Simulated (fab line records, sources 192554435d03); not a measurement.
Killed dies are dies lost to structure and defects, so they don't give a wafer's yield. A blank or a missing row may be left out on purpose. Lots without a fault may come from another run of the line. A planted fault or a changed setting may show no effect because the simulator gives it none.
fab line records | flow n5_finfet
record lots=24 wafers=72 last_day=18
route steps=1938 shown MOL_CONTACT_COAG@550 BEOL_M0_SAQP@633
lots that met no fault: from a run of the same line without faults
start_h: hours from the record's first day to the start of the lot's first wafer shown | wait_h: hours since the lot's step before | " the same as in the row above | L1.1+2: a row that stands for several wafers | - no value, or no start given | * or withheld: withheld | < > ~ a bound
route shown NAME@n: a module of which the file shows steps, and the number in the route of the first | usual: mean/standard deviation of fault-free wafers | same: alike in all rows | chamber/n: place in a boat | sites: the reading at each site | _std_site: their standard deviation | _edge_site: outer sites' mean less inner sites' | radius_mm: how far each site lies from the wafer's centre | mask NAME#n: copy n | behind: the tool/chamber that last shaped the wafer | hold: why the lot was held/for how many hours/how that ended | device: the transistor (n, p or np) that didn't switch | end of line: the same wafers' tests at the end of the route | a step without rows: its recipe alone | killed: dies lost to structure and defects at the first sort, not the wafer's yield | map: a wafer's dies, x killed, . not, _ none there
set.NAME: the setting as run; set.NAME@STEP: as run at that earlier step | model.NAME: the simulator's own value behind a step, which no gauge read
steps of the route over a sample of lots; a table a step, a row a wafer
services: from which hour (start_h, from the record's first day; less than 0 if before it) a tool's chamber was out of use, for how many hours, and why
## steps
# step N5_MOL_CONTACT_COAG_PRE_CLEAN_142
# recipe gas=H2/He time_s=60 temp_c=300
# usual heater_power_w=453/58
# columns lot.wafer tool chamber start_h wait_h heater_power_w
L074.2 pvd_sputter-03 - 94.55 1.4 507
L074.3 " - " " 513
L074.4 " - " " 394
L075.1 pvd_sputter-03 - 102.98 4.1 586
L075.4 " - " " 504
L075.6 " - " " 496
L076.2 pvd_sputter-01 - 106.99 2.3 368
L076.3 " - " " 415
L076.5 " - " " 427
L077.2 pvd_sputter-02 - 110.14 1.4 484
L077.4 " - " " 495
L077.5 " - " " 382
L078.2 pvd_sputter-02 - 116.61 1.3 505
L078.5 " - " " 524
L078.6 " - " " 384
L079.2 pvd_sputter-01 - 126.21 1.6 376
L079.4 " - " " 419
L079.6 " - " " 430
L080.4 pvd_sputter-01 - 134.48 1.1 382
L080.5 " - " " 371
L080.6 " - " " 442
L081.3 pvd_sputter-01 - 139.62 1.0 439
L081.5 " - " " 414
L081.6 " - " " 434
L082.1 pvd_sputter-01 - 139.98 0.8 414
L082.2 " - " " 441
L082.3 " - " " 376
L083.1 pvd_sputter-02 - 149.61 2.3 485
L083.3 " - " " 513
L083.4 " - " " 386
L084.3 pvd_sputter-02 - 156.31 1.6 514
L084.4 " - " " 516
L084.6 " - " " 390
L085.2 pvd_sputter-01 - 159.09 1.8 369
L085.4 " - " " 443
L085.6 " - " " 380
L086.1 pvd_sputter-02 - 170.32 3.9 387
L086.2 " - " " 506
L086.4 " - " " 376
L087.1 pvd_sputter-01 - 174.38 2.4 443
L087.3 " - " " 406
L087.6 " - " " 422
L088.2 pvd_sputter-01 - 178.30 1.0 448
L088.3 " - " " 382
L088.6 " - " " 409
L089.1 pvd_sputter-02 - 185.82 2.2 393
L089.2 " - " " 512
L089.3 " - " " 493
L090.1 pvd_sputter-02 - 191.46 4.4 509
L090.2 " - " " 387
L090.3 " - " " 516
L091.1 pvd_sputter-03 - 195.74 2.0 495
L091.2 " - " " 388
L091.6 " - " " 501
L092.4 pvd_sputter-02 - 198.86 1.0 512
L092.5 " - " " 523
L092.6 " - " " 491
L093.1 pvd_sputter-02 - 205.12 1.3 392
L093.5 " - " " 387
L093.6 " - " " 523
L094.3 pvd_sputter-01 - 219.71 0.8 427
L094.4 " - " " 422
L094.6 " - " " 445
L095.2 pvd_sputter-02 - 222.12 2.3 488
L095.3 " - " " 506
L095.6 " - " " 389
L096.1 pvd_sputter-02 - 228.81 2.2 524
L096.4 " - " " 510
L096.6 " - " " 502
L097.1 pvd_sputter-03 - 233.90 1.2 496
L097.2 " - " " 505
L097.4 " - " " 581
# step N5_MOL_CONTACT_COAG_DESCUM_88
# recipe chemistry=O2 time_s=7 source_power_w=50 bias_power_w=20 pressure_mtorr=20 rf_frequency_hz=2.712e+07 temp_c=40 resist=CAR-EUV o2_flow_sccm=225
# usual drypump_motor_current_A=5.6/0.5 oes_product_au=0.80/0.1 rf_vpp_V=243.0/1.2 showerhead_plenum_p_Torr=2.08/0.062 throttle_valve_pct=20.44/0.26
# columns lot.wafer tool chamber start_h wait_h drypump_motor_current_A oes_product_au rf_hours_counter_h rf_vpp_V showerhead_plenum_p_Torr throttle_valve_pct
L074.2 rie_diel-03 3 99.33 0.0 5.2 0.77 116 244.3 2.17 20.23
L074.3 " 2 " " 5.9 0.72 190 244.6 2.09 20.45
L074.4 " 1 " " 5.3 0.85 49 241.6 2.06 20.25
L075.1 rie_diel-04 0 107.23 0.2 5.0 0.70 229 243.1 2.05 20.51
L075.4 " 3 " " 6.2 0.70 235 243.2 2.07 20.50
L075.6 " 2 " " 5.1 0.70 - 241.8 2.07 20.58
L076.2 rie_diel-04 1 111.20 0.0 6.0 0.76 169 246.2 2.17 20.80
L076.3 " 2 " " 5.1 0.71 239 241.9 2.07 20.61
L076.5 " 0 " " 4.9 0.70 - 243.1 2.05 20.51
L077.2 rie_diel-04 3 115.05 0.0 6.1 0.69 238 242.0 2.07 20.50
L077.4 " 2 " " 5.0 0.71 241 242.8 2.07 20.60
L077.5 " 3 " " 6.2 0.69 - 243.2 2.07 20.51
L078.2 rie_diel-04 3 121.50 0.7 6.1 0.70 241 242.7 2.07 20.52
L078.5 " 2 " " 5.1 0.71 - 240.5 2.07 20.60
L078.6 " 3 " " 6.1 0.69 - 243.4 2.07 20.52
L079.2 rie_diel-04 0 130.35 0.0 5.0 0.69 238 244.5 2.04 20.52
L079.4 " 1 " " 6.0 0.76 177 243.2 2.17 20.78
L079.6 " 0 " " 5.0 0.69 - 242.6 2.04 20.52
L080.4 rie_diel-03 0 138.72 0.0 6.1 0.92 - 242.1 2.06 20.72
L080.5 " 3 " " 5.2 0.75 - 245.5 2.17 20.26
L080.6 " 2 " " 5.9 0.71 - 244.1 2.09 20.48
L081.3 rie_diel-04 0 143.71 0.0 5.0 0.69 243 242.9 2.04 20.52
L081.5 " 1 " " 6.0 0.74 - 244.2 2.17 20.81
L081.6 " 0 " " 5.0 0.68 - 242.2 2.04 20.52
L082.1 rie_diel-03 3 145.22 0.0 5.1 0.75 132 244.1 2.17 20.27
L082.2 " 1 " " 5.3 0.83 58 242.6 2.06 20.24
L082.3 " 2 " " 5.9 0.71 207 242.5 2.09 20.49
L083.1 rie_diel-03 1 153.59 0.0 5.3 0.84 61 243.5 2.06 20.25
L083.3 " 3 " " 5.2 0.74 135 245.9 2.17 20.26
L083.4 " 0 " " 6.1 0.90 25 241.8 2.06 20.72
L084.3 rie_diel-02 2 160.74 0.0 5.2 0.85 52 242.3 2.05 20.30
L084.4 " 0 " " 5.1 0.71 210 241.8 1.97 20.83
L084.6 " 2 " " 5.2 0.86 - 242.2 2.05 20.31
L085.2 rie_diel-02 3 163.60 0.4 5.3 0.93 23 245.2 2.23 20.29
L085.4 " 1 " " 6.4 0.68 249 243.6 2.06 20.16
L085.6 " 1 " " 6.4 0.68 - 241.4 2.05 20.14
L086.1 rie_diel-02 0 174.76 0.0 5.1 0.70 217 241.3 1.97 20.84
L086.2 " 3 " " 5.3 0.92 28 244.4 2.23 20.30
L086.4 " 2 " " 5.2 0.85 - 243.4 2.04 20.31
L087.1 rie_diel-04 2 178.48 0.0 5.1 0.96 7 242.0 2.07 20.30
L087.3 " 3 " " 6.2 0.96 1 241.3 2.06 20.09
L087.6 " 2 " " 5.0 0.96 - 242.7 2.07 20.31
L088.2 rie_diel-04 1 182.83 0.3 6.0 0.72 199 244.1 2.16 20.85
L088.3 " 2 " " 5.1 0.96 8 241.9 2.07 20.31
L088.6 " 2 " " 5.0 0.95 - 243.2 2.07 20.30
L089.1 rie_diel-04 2 191.31 0.0 5.1 0.94 12 241.8 2.07 20.30
L089.2 " 3 " " 6.2 0.92 6 241.8 2.06 20.07
L089.3 " 1 " " 6.0 0.72 202 245.7 2.16 20.84
L090.1 rie_diel-03 2 196.69 0.9 5.9 0.70 230 244.5 2.08 20.51
L090.2 " 3 " " 5.2 0.73 156 244.8 2.16 20.28
L090.3 " 1 " " 5.3 0.82 82 243.3 2.05 20.30
L091.1 rie_diel-02 3 199.85 0.0 5.3 0.90 38 245.5 2.23 20.29
L091.2 " 1 " " 6.4 0.99 6 243.2 2.05 19.82
L091.6 " 1 " " 6.4 0.98 - 243.2 2.05 19.81
L092.4 rie_diel-04 3 202.92 0.0 6.2 0.93 - 243.1 2.06 20.08
L092.5 " 2 " " 5.1 0.93 - 240.8 2.06 20.33
L092.6 " 1 " " 6.0 0.73 - 244.8 2.16 20.85
L093.1 rie_diel-02 1 209.37 0.3 6.4 0.96 10 243.6 2.05 19.81
L093.5 " 3 " " 5.3 0.90 - 245.4 2.23 20.29
L093.6 " 0 " " 5.1 0.70 - 241.4 1.97 20.86
L094.3 rie_diel-04 3 226.36 0.1 6.1 0.89 18 243.2 2.05 20.11
L094.4 " 2 " " 5.1 0.90 28 242.1 2.06 20.36
L094.6 " 3 " " 6.1 0.89 - 241.7 2.05 20.11
L095.2 rie_diel-04 3 226.47 0.1 6.2 0.90 18 241.9 2.05 20.10
L095.3 " 0 " " 4.9 0.95 6 243.2 2.03 20.19
L095.6 " 3 " " 6.2 0.89 - 240.0 2.05 20.12
L096.1 rie_diel-03 2 233.30 0.0 5.9 0.69 244 243.2 2.07 20.54
L096.4 " 1 " " 5.3 0.79 93 240.5 2.05 20.31
L096.6 " 3 " " 5.2 0.71 - 244.9 2.15 20.31
L097.1 rie_diel-02 3 237.89 0.1 5.3 0.87 51 245.2 2.22 20.34
L097.2 " 2 " " 5.1 0.81 82 241.3 2.04 20.36
L097.4 " 1 " " 6.4 0.93 20 242.2 2.05 19.84
# step N5_MOL_CONTACT_COAG_ETCH_90
# recipe chemistry=CF4 target=SiARC target_depth_a=130 mask_material=CAR-EUV time_s=21.7 ion_energy_ev=80 pressure_mtorr=40 source_w=545 bias_w=36 Ar_flow_sccm=100 cf4_flow_sccm=100 ends=cleared
# usual drypump_motor_current_A=5.6/0.5 etch_rf_on_time_s=21.7/0.35 mfc_ar_sccm=100.0/0.33 oes_product_au=0.68/0.085 rf_vpp_V=184.0/1 showerhead_plenum_p_Torr=2.13/0.063 throttle_valve_pct=15.59/0.29
# columns lot.wafer tool chamber start_h wait_h drypump_motor_current_A etch_rf_on_time_s mfc_ar_sccm oes_product_au rf_hours_counter_h rf_vpp_V showerhead_plenum_p_Torr throttle_valve_pct
L074.2 rie_diel-03 3 99.39 0.0 5.1 21.6 99.5 0.66 116 185.4 2.25 15.68
L074.3 " 2 " " 5.8 21.6 100.1 0.62 190 183.5 2.12 15.60
L074.4 " 1 " " 5.3 21.7 100.3 0.75 49 183.2 2.09 15.29
L075.1 rie_diel-04 0 107.29 0.0 4.9 21.4 100.2 0.60 229 184.2 2.11 15.82
L075.4 " 3 " " 6.2 22.0 100.2 0.60 235 182.8 2.10 15.65
L075.6 " 2 " " 5.1 21.5 100.4 0.61 - 183.5 2.10 15.73
L076.2 rie_diel-04 1 111.25 0.0 6.0 21.8 100.3 0.64 169 185.3 2.22 15.89
L076.3 " 2 " " 5.1 21.9 99.9 0.61 239 184.1 2.10 15.73
L076.5 " 0 " " 4.9 21.9 100.1 0.60 - 183.1 2.11 15.82
L077.2 rie_diel-04 3 115.10 0.0 6.2 22.0 100.0 0.60 238 182.9 2.10 15.65
L077.4 " 2 " " 5.1 21.5 99.5 0.60 241 183.2 2.10 15.76
L077.5 " 3 " " 6.2 22.0 100.0 0.60 - 184.7 2.10 15.65
L078.2 rie_diel-04 3 121.56 0.0 6.2 22.3 100.4 0.59 241 183.6 2.10 15.66
L078.5 " 2 " " 5.1 21.8 100.0 0.60 - 183.9 2.10 15.74
L078.6 " 3 " " 6.2 22.4 100.1 0.59 - 184.1 2.10 15.64
L079.2 rie_diel-04 0 130.41 0.0 5.0 21.6 100.2 0.59 238 184.0 2.10 15.83
L079.4 " 1 " " 6.0 21.6 100.2 0.64 177 185.0 2.22 15.91
L079.6 " 0 " " 5.0 21.5 99.9 0.60 - 184.5 2.10 15.85
L080.4 rie_diel-03 0 138.79 0.0 6.1 21.3 100.8 0.78 - 183.1 2.10 15.69
L080.5 " 3 " " 5.1 21.9 100.2 0.64 - 185.9 2.24 15.71
L080.6 " 2 " " 5.9 22.1 100.1 0.61 - 183.7 2.11 15.63
L081.3 rie_diel-04 0 143.77 0.0 5.0 22.0 99.8 0.59 243 184.8 2.10 15.86
L081.5 " 1 " " 6.0 21.5 99.8 0.63 - 185.8 2.21 15.92
L081.6 " 0 " " 5.0 21.9 99.8 0.59 - 183.2 2.10 15.87
L082.1 rie_diel-03 3 145.28 0.0 5.2 21.6 100.2 0.65 132 184.8 2.25 15.71
L082.2 " 1 " " 5.3 21.8 99.9 0.72 58 183.5 2.09 15.30
L082.3 " 2 " " 5.8 21.7 99.9 0.61 207 183.8 2.11 15.63
L083.1 rie_diel-03 1 153.65 0.0 5.3 21.6 100.4 0.72 61 182.6 2.09 15.31
L083.3 " 3 " " 5.1 21.6 100.4 0.65 135 186.1 2.24 15.72
L083.4 " 0 " " 6.1 21.3 100.3 0.77 25 183.2 2.10 15.73
L084.3 rie_diel-02 2 160.79 0.0 5.2 21.6 99.5 0.72 52 182.6 2.08 15.38
L084.4 " 0 " " 5.1 21.5 100.3 0.61 210 182.9 2.04 16.11
L084.6 " 2 " " 5.2 21.6 100.2 0.73 - 183.5 2.08 15.38
L085.2 rie_diel-02 3 163.66 0.0 5.3 21.0 100.6 0.79 23 184.2 2.26 15.29
L085.4 " 1 " " 6.4 22.4 99.8 0.58 249 183.8 2.11 15.47
L085.6 " 1 " " 6.4 22.4 100.3 0.58 - 184.7 2.11 15.47
L086.1 rie_diel-02 0 174.82 0.0 5.1 21.8 99.9 0.60 217 182.5 2.04 16.12
L086.2 " 3 " " 5.3 21.3 100.1 0.78 28 186.7 2.26 15.29
L086.4 " 2 " " 5.1 21.5 100.0 0.72 - 184.2 2.08 15.40
L087.1 rie_diel-04 2 178.53 0.0 5.1 21.6 100.4 0.81 7 183.3 2.10 15.28
L087.3 " 3 " " 6.1 22.2 99.8 0.82 1 184.4 2.09 15.17
L087.6 " 2 " " 5.1 21.3 100.5 0.82 - 185.8 2.10 15.30
L088.2 rie_diel-04 1 182.89 0.0 6.0 21.6 100.0 0.63 199 185.5 2.21 15.96
L088.3 " 2 " " 5.1 21.1 100.0 0.82 8 183.2 2.10 15.31
L088.6 " 2 " " 5.1 21.1 100.2 0.81 - 184.6 2.10 15.29
L089.1 rie_diel-04 2 191.37 0.0 5.1 21.2 100.0 0.81 12 183.7 2.09 15.30
L089.2 " 3 " " 6.1 22.2 100.5 0.79 6 183.8 2.09 15.18
L089.3 " 1 " " 6.0 22.0 100.1 0.62 202 185.9 2.21 15.96
L090.1 rie_diel-03 2 196.74 0.0 5.8 22.0 99.4 0.59 230 183.5 2.10 15.67
L090.2 " 3 " " 5.2 22.0 100.4 0.62 156 184.9 2.24 15.74
L090.3 " 1 " " 5.3 21.9 100.0 0.69 82 183.1 2.08 15.36
L091.1 rie_diel-02 3 199.90 0.0 5.3 21.4 99.8 0.77 38 184.7 2.26 15.32
L091.2 " 1 " " 6.4 21.1 100.0 0.83 6 185.7 2.10 15.01
L091.6 " 1 " " 6.4 21.3 99.4 0.82 - 182.8 2.10 15.01
L092.4 rie_diel-04 3 202.99 0.0 6.2 22.1 100.5 0.79 - 183.5 2.09 15.16
L092.5 " 2 " " 5.1 21.2 100.4 0.79 - 184.3 2.09 15.32
L092.6 " 1 " " 6.0 21.8 100.1 0.61 - 186.6 2.21 15.95
L093.1 rie_diel-02 1 209.42 0.0 6.4 21.6 100.3 0.80 10 183.5 2.10 15.01
L093.5 " 3 " " 5.3 21.4 100.7 0.76 - 185.5 2.26 15.33
L093.6 " 0 " " 5.1 21.9 100.2 0.60 - 182.0 2.04 16.15
L094.3 rie_diel-04 3 226.42 0.0 6.2 21.9 100.5 0.77 18 183.4 2.09 15.17
L094.4 " 2 " " 5.1 21.2 99.3 0.77 28 184.1 2.09 15.35
L094.6 " 3 " " 6.2 21.9 100.1 0.76 - 183.4 2.09 15.18
L095.2 rie_diel-04 3 226.53 0.0 6.2 22.1 99.6 0.76 18 184.9 2.09 15.20
L095.3 " 0 " " 5.0 20.9 99.9 0.81 6 182.7 2.10 15.41
L095.6 " 3 " " 6.1 22.1 99.8 0.76 - 183.6 2.09 15.20
L096.1 rie_diel-03 2 233.36 0.0 5.9 21.9 99.8 0.59 244 183.7 2.10 15.71
L096.4 " 1 " " 5.3 21.9 99.8 0.69 93 184.1 2.08 15.37
L096.6 " 3 " " 5.2 22.0 100.2 0.62 - 183.3 2.23 15.80
L097.1 rie_diel-02 3 237.95 0.0 5.3 21.3 99.7 0.75 51 184.8 2.25 15.35
L097.2 " 2 " " 5.1 21.8 99.7 0.69 82 183.6 2.07 15.44
L097.4 " 1 " " 6.4 21.6 99.8 0.79 20 183.2 2.10 15.04
# step N5_MOL_CONTACT_COAG_STRIP_49
# recipe chemistry=N2/H2 time_s=30 power_w=1000 temp_c=250 pressure_mtorr=withheld n2_flow_sccm=1750 h2_flow_sccm=3250
# usual drypump_motor_current_A=5.6/0.36 heater_power_w=375/21
# columns lot.wafer tool chamber start_h wait_h drypump_motor_current_A heater_power_w rf_hours_counter_h
L074.2 plasma_asher-01 1 101.47 - 6.1 403 87
L074.3 " 0 " " 5.1 354 -
L074.4 " 1 " " 6.1 410 -
L075.1 plasma_asher-02 0 110.21 - 5.6 372 44
L075.4 " 0 " " 5.6 376 -
L075.6 " 0 " " 5.6 373 -
L076.2 plasma_asher-01 0 114.35 - 5.1 363 89
L076.3 " 1 " " 6.1 407 -
L076.5 " 1 " " 6.1 412 -
L077.2 plasma_asher-01 0 117.72 - 5.1 355 90
L077.4 " 0 " " 5.1 360 -
L077.5 " 1 " " 6.1 405 -
L078.2 plasma_asher-01 0 123.82 - 5.1 357 91
L078.5 " 0 " " 5.1 358 -
L078.6 " 1 " " 6.1 419 -
L079.2 plasma_asher-01 0 132.51 - 5.1 347 94
L079.4 " 0 " " 5.1 355 -
L079.6 " 0 " " 5.1 366 -
L080.4 plasma_asher-01 1 140.98 - 6.1 406 -
L080.5 " 1 " " 6.1 411 -
L080.6 " 0 " " 5.1 360 -
L081.3 plasma_asher-02 0 145.96 - 5.6 372 -
L081.5 " 0 " " 5.6 380 -
L081.6 " 1 " " 5.4 362 -
L082.1 plasma_asher-02 0 147.48 - 5.6 373 51
L082.2 " 1 " " 5.4 363 51
L082.3 " 1 " " 5.4 362 -
L083.1 plasma_asher-02 1 155.99 - 5.4 361 54
L083.3 " 1 " " 5.4 355 -
L083.4 " 0 " " 5.6 371 -
L084.3 plasma_asher-02 0 162.87 - 5.7 374 -
L084.4 " 1 " " 5.4 360 -
L084.6 " 0 " " 5.7 380 -
L085.2 plasma_asher-02 0 165.80 - 5.6 381 56
L085.4 " 1 " " 5.4 356 -
L085.6 " 0 " " 5.6 380 -
L086.1 plasma_asher-01 1 177.52 - 6.1 405 104
L086.2 " 0 " " 5.1 357 104
L086.4 " 1 " " 6.1 403 -
L087.1 plasma_asher-02 0 181.24 - 5.6 382 59
L087.3 " 0 " " 5.7 389 -
L087.6 " 1 " " 5.4 363 -
L088.2 plasma_asher-02 0 185.06 - 5.6 370 60
L088.3 " 0 " " 5.6 386 -
L088.6 " 0 " " 5.6 373 -
L089.1 plasma_asher-02 1 193.94 - 5.4 362 62
L089.2 " 0 " " 5.7 382 62
L089.3 " 1 " " 5.4 363 -
L090.1 plasma_asher-02 0 199.19 - 5.6 376 62
L090.2 " 1 " " 5.4 361 62
L090.3 " 1 " " 5.4 356 -
L091.1 plasma_asher-02 1 201.91 - 5.4 352 62
L091.2 " 0 " " 5.6 384 62
L091.6 " 1 " " 5.4 356 -
L092.4 plasma_asher-01 1 204.96 - 6.1 414 -
L092.5 " 0 " " 5.1 352 -
L092.6 " 1 " " 6.1 415 -
L093.1 plasma_asher-01 0 211.52 - 5.1 366 109
L093.5 " 1 " " 6.1 414 -
L093.6 " 0 " " 5.1 360 -
L094.3 plasma_asher-02 0 228.77 - 5.6 379 -
L094.4 " 1 " " 5.4 367 -
L094.6 " 1 " " 5.4 372 -
L095.2 plasma_asher-02 1 228.96 - 5.4 359 69
L095.3 " 1 " " 5.4 357 -
L095.6 " 1 " " 5.4 364 -
L096.1 plasma_asher-02 0 235.54 - 5.6 373 70
L096.4 " 0 " " 5.6 379 -
L096.6 " 0 " " 5.6 373 -
L097.1 plasma_asher-01 0 240.49 - 5.1 348 115
L097.2 " 1 " " 6.2 408 115
L097.4 " 0 " " 5.1 345 -
# step N5_BEOL_M0_SAQP_ILD_DEP_01
# recipe material=SiOC target_thk_a=454.19 temp_c=350 precursor=DEMS/O2 pressure_torr=5 rf_w=500 time_s=8.7
# usual heater_power_w=477/36 showerhead_plenum_p_Torr=5.697/0.015 throttle_valve_pct=11.9/0.61
# columns lot.wafer tool chamber start_h wait_h heater_power_w showerhead_plenum_p_Torr throttle_valve_pct
L074.2 pecvd-03 2 105.77 0.0 495 5.672 11.3
L074.3 " 1 " " 441 5.736 11.7
L074.4 " 1 " " 460 5.713 11.5
L075.1 pecvd-04 2 114.52 0.0 373 5.667 12.1
L075.4 " 1 " " 501 5.697 11.7
L075.6 " 0 " " 550 5.683 11.4
L076.2 pecvd-03 1 118.68 0.0 492 5.721 12.0
L076.3 " 0 " " 537 5.711 11.9
L076.5 " 0 " " 530 5.684 11.9
L077.2 pecvd-03 2 122.03 0.0 484 5.682 11.2
L077.4 " 1 " " 540 5.714 11.8
L077.5 " 0 " " 438 5.686 12.0
L078.2 pecvd-03 0 128.15 0.0 467 5.708 12.0
L078.5 " 1 " " 488 5.728 11.8
L078.6 " 2 " " 508 5.693 11.4
L079.2 pecvd-02 2 136.82 0.0 469 5.694 12.0
L079.4 " 0 " " 470 5.703 13.2
L079.6 " 1 " " 485 5.691 11.8
L080.4 pecvd-03 1 145.28 0.0 511 5.716 11.7
L080.5 " 0 " " 542 5.709 11.9
L080.6 " 2 " " 502 5.687 11.1
L081.3 pecvd-04 2 150.26 0.0 380 5.667 12.0
L081.5 " 2 " " 382 5.664 12.0
L081.6 " 1 " " 493 5.686 11.4
L082.1 pecvd-03 1 153.26 0.0 414 5.721 11.4
L082.2 " 0 " " 467 5.683 12.0
L082.3 " 2 " " 482 5.686 11.3
L083.1 pecvd-02 1 160.32 0.0 484 5.715 11.9
L083.3 " 2 " " 425 5.678 12.1
L083.4 " 0 " " 481 5.701 13.7
L084.3 pecvd-02 2 167.18 0.0 455 5.695 12.1
L084.4 " 2 " " 462 5.680 11.8
L084.6 " 0 " " 467 5.700 13.4
L085.2 pecvd-02 2 170.20 0.0 474 5.676 11.9
L085.4 " 1 " " 441 5.708 11.9
L085.6 " 2 " " 469 5.694 12.1
L086.1 pecvd-02 2 181.83 0.0 488 5.687 12.0
L086.2 " 1 " " 495 5.693 11.9
L086.4 " 1 " " 481 5.693 11.9
L087.1 pecvd-03 0 185.55 0.0 522 5.698 12.0
L087.3 " 1 " " 478 5.720 11.4
L087.6 " 2 " " 509 5.687 11.3
L088.2 pecvd-03 2 189.37 0.0 467 5.700 11.1
L088.3 " 1 " " 473 5.725 11.8
L088.6 " 0 " " 478 5.693 11.9
L089.1 pecvd-02 1 198.44 0.0 481 5.700 12.0
L089.2 " 2 " " 480 5.683 12.2
L089.3 " 1 " " 485 5.701 11.9
L090.1 pecvd-03 1 203.50 0.0 506 5.739 11.7
L090.2 " 0 " " 438 5.693 12.0
L090.3 " 2 " " 488 5.702 11.2
L091.1 pecvd-02 0 206.52 0.0 482 5.687 13.4
L091.2 " 1 " " 404 5.704 11.8
L091.6 " 1 " " 410 5.707 11.5
L092.4 pecvd-03 0 209.51 0.0 520 5.692 11.9
L092.5 " 2 " " 442 5.689 11.1
L092.6 " 1 " " 471 5.730 11.9
L093.1 pecvd-03 0 215.83 0.0 527 5.680 12.1
L093.5 " 1 " " 476 5.727 11.5
L093.6 " 2 " " 436 5.689 11.3
L094.3 pecvd-03 1 233.54 0.0 475 5.714 11.7
L094.4 " 1 " " 483 5.710 11.7
L094.6 " 0 " " 531 5.690 12.0
L095.2 pecvd-02 2 236.57 0.0 468 5.689 12.0
L095.3 " 0 " " 485 5.698 13.3
L095.6 " 2 " " 466 5.684 12.1
L096.1 pecvd-02 1 239.84 0.0 457 5.701 11.8
L096.4 " 0 " " 439 5.679 13.4
L096.6 " 1 " " 458 5.711 11.8
L097.1 pecvd-02 0 244.81 0.0 432 5.680 13.3
L097.2 " 1 " " 499 5.700 11.9
L097.4 " 0 " " 428 5.708 13.4
# step N5_BEOL_M0_SAQP_THK_MEAS_05
# usual thk_nm=59.9/0.72
# columns lot.wafer tool chamber start_h wait_h thk_nm
L074.2 film_metro-02 - 107.46 0.1 59.2
L074.3 " - " " 59.7
L074.4 " - " " 60.2
L075.1 film_metro-02 - 115.59 0.1 58.5
L075.4 " - " " 59.8
L075.6 " - " " 60.7
L076.2 film_metro-01 - 120.36 0.1 59.9
L076.3 " - " " 59.9
L076.5 " - " " 59.9
L077.2 film_metro-01 - 123.14 0.1 60.2
L077.4 " - " " 60.5
L077.5 " - " " 59.9
L078.2 film_metro-01 - 130.76 0.1 59.6
L078.5 " - " " 60.5
L078.6 " - " " 60.7
L079.2 film_metro-01 - 137.99 0.1 59.1
L079.4 " - " " 61.1
L079.6 " - " " 60.9
L080.4 film_metro-01 - 146.00 0.0 59.6
L080.5 " - " " 59.6
L080.6 " - " " 59.6
L081.3 film_metro-01 - 150.98 0.1 59.6
L081.5 " - " " 60.7
L081.6 " - " " 60.1
L082.1 film_metro-02 - 153.65 0.1 57.9
L082.2 " - " " 60.0
L082.3 " - " " 58.3
L083.1 film_metro-02 - 161.08 0.1 60.8
L083.3 " - " " 59.9
L083.4 " - " " 60.8
L084.3 film_metro-01 - 169.80 0.1 59.4
L084.4 " - " " 59.7
L084.6 " - " " 59.3
L085.2 film_metro-01 - 171.47 0.1 59.7
L085.4 " - " " 60.1
L085.6 " - " " 59.5
L086.1 film_metro-02 - 183.29 0.1 60.3
L086.2 " - " " 58.9
L086.4 " - " " 61.0
L087.1 film_metro-02 - 186.59 0.1 59.6
L087.3 " - " " 58.6
L087.6 " - " " 60.4
L088.2 film_metro-01 - 191.87 0.1 58.8
L088.3 " - " " 60.3
L088.6 " - " " 61.1
L089.1 film_metro-01 - 199.35 0.1 59.7
L089.2 " - " " 59.0
L089.3 " - " " 59.3
L090.1 film_metro-02 - 205.24 0.1 60.2
L090.2 " - " " 60.5
L090.3 " - " " 60.6
L091.1 film_metro-01 - 208.33 0.1 60.6
L091.2 " - " " 59.2
L091.6 " - " " 61.5
L092.4 film_metro-01 - 211.12 0.0 59.7
L092.5 " - " " 59.3
L092.6 " - " " 60.5
L093.1 film_metro-02 - 217.93 0.1 60.1
L093.5 " - " " 60.4
L093.6 " - " " 59.9
L094.3 film_metro-01 - 234.59 0.1 59.5
L094.4 " - " " 59.8
L094.6 " - " " 60.6
L095.2 film_metro-02 - 239.13 0.1 59.3
L095.3 " - " " 59.5
L095.6 " - " " 59.5
L096.1 film_metro-01 - 240.73 0.1 58.1
L096.4 " - " " 59.7
L096.6 " - " " 59.0
L097.1 film_metro-02 - 246.33 0.1 60.0
L097.2 " - " " 59.2
L097.4 " - " " 59.4
## services
# columns tool chamber start_h hours kind
pecvd-04 - 73.03 0.2 repair
plasma_asher-02 - 78.70 2.8 pm
plasma_asher-01 - 85.79 3.2 repair
pvd_sputter-02 - 92.63 0.5 repair
pvd_sputter-01 - 98.12 1.5 repair
pecvd-02 1 105.49 26.6 repair
pecvd-02 2 120.62 4.6 repair
pecvd-04 - 127.46 1.1 repair
rie_diel-03 1 129.58 13.2 repair
rie_diel-04 2 139.87 - clean
rie_diel-04 2 139.87 - consumable_replace:focus_ring
rie_diel-04 2 139.87 23.9 scheduled_down
rie_diel-04 2 139.87 23.9 vent_cycle
pecvd-04 1 141.84 5.4 repair
pecvd-03 - 157.40 0.8 pm
rie_diel-04 3 163.89 - clean
rie_diel-04 3 163.89 - consumable_replace:focus_ring
rie_diel-04 3 163.89 13.6 scheduled_down
pecvd-03 - 174.99 5.5 repair
pecvd-04 0 176.00 2.2 repair
plasma_asher-01 - 178.73 7.2 repair
rie_diel-03 1 204.96 8.0 repair
rie_diel-03 0 222.41 3.9 repair
pecvd-02 - 233.00 0.7 repair
## key
fault none
